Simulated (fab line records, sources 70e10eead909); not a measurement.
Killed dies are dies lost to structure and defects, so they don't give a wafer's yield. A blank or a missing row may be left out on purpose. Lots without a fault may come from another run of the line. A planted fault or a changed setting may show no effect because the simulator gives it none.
A struck lot beside a sound one | flow nand_harc | 14 steps out of a route of 1302
Sound: wafers L730.3, L730.4, L730.5. Struck: wafers L743.1, L743.2, L743.6. The cause comes at the end.
At each step with rows: each side's tool, then ch and its chambers, then its first start. Under that, the readings that differ: sound wafers | struck wafers | difference of the means | sigmas: that difference in standard deviations of wafers without a fault.
alike: readings whose means differ by less than 2 such deviations, and words and numbers that are the same on both sides. not compared: withheld readings, readings that some wafer has no value for, bounds like >300 that may hide the same value, and numbers for which the record gives no deviation and whose values overlap.
The two part at a step that has a row with sigmas, a row that says differs or no value, or rows on one side only. Numbers that don't overlap but have no deviation are shown without sigmas and don't part them. A reading that every wafer of one side lacks parts them only if that side has two wafers or more.

NHARC_A_SOURCE_PLATE_THK_MEAS_09: measures by ellipsometry.
  sound on film_metro-02, day 9 10:24; struck on film_metro-01, day 14 17:28
  alike: thk_nm
then, 3 steps without rows for these wafers: NHARC_A_SOURCE_PLATE_PVD_04 (deposits WSi2, target thk 50 nm); NHARC_A_SOURCE_PLATE_CVD_03 (deposits poly-Si, target thk 200 nm, time 4000 s); NHARC_A_SOURCE_PLATE_ANNEAL_05 (time 1800 s).
NHARC_A_SOURCE_PLATE_THK_MEAS_06: measures by ellipsometry.
  sound on film_metro-01, day 10 01:05; struck on film_metro-01, day 15 06:26
  alike: thk_nm
NHARC_A_SOURCE_PLATE_INSPECT_08:
  sound on defect_inspect-02, day 10 01:11; struck on defect_inspect-02, day 15 06:33
  alike: raw_defect_count
then, 1 step without rows for these wafers: NHARC_A_ONON_D1_DEP_00 (target thk 1000 nm).
NHARC_A_ONON_D1_THK_MEAS_02: measures by ellipsometry.
  sound on film_metro-01, day 10 01:46; struck on film_metro-01, day 15 07:08
  alike: thk_nm
then, 1 step without rows for these wafers: NHARC_A_ONON_D1_DEP_03 (target thk 1000 nm).
NHARC_A_ONON_D1_THK_MEAS_05: measures by ellipsometry.
  sound on film_metro-01, day 10 02:20; struck on film_metro-02, day 15 07:42
  alike: thk_nm
NHARC_A_ONON_D1_DEP_06: target thk 1000 nm.
  sound on pecvd_onon-04 ch 0, day 10 02:31; struck on pecvd_onon-04 ch 0, day 15 07:45
  alike: susceptor_temp_C
NHARC_A_ONON_D1_THK_MEAS_08: measures by ellipsometry.
  sound on film_metro-01, day 10 02:54; struck on film_metro-02, day 15 08:16
  reading     | sound          | struck      | difference | sigmas
  thk_nm (nm) | 1002 1005 1004 | 514 515 514 | -489       | -49
then, 1 step without rows for these wafers: NHARC_A_ONON_D1_DEP_09 (target thk 1000 nm).
-- the record jumps here: 17 days lie between the struck wafers' starts before and after (it left off in module A_ONON_D1 and takes up again in module END, whose first step shown is number 1302 of the route) --
NHARC_END_SORT_01:
  sound on prober-02 ch 0, day 27 01:59; struck on prober-02 ch 0, day 32 03:20
  reading         | sound    | struck      | difference | sigmas
  killed_at_array | 59 66 59 | 672 672 676 | +612       | +31
  killed_dies     | 59 71 60 | 677 677 677 | +614       | +31
  alike: killed_at_other, killed_at_periphery, killed_open, killed_short

WHERE THEY PART
First at NHARC_A_ONON_D1_THK_MEAS_08; last, within this record, at NHARC_END_SORT_01.

WHY: what the simulator had put in
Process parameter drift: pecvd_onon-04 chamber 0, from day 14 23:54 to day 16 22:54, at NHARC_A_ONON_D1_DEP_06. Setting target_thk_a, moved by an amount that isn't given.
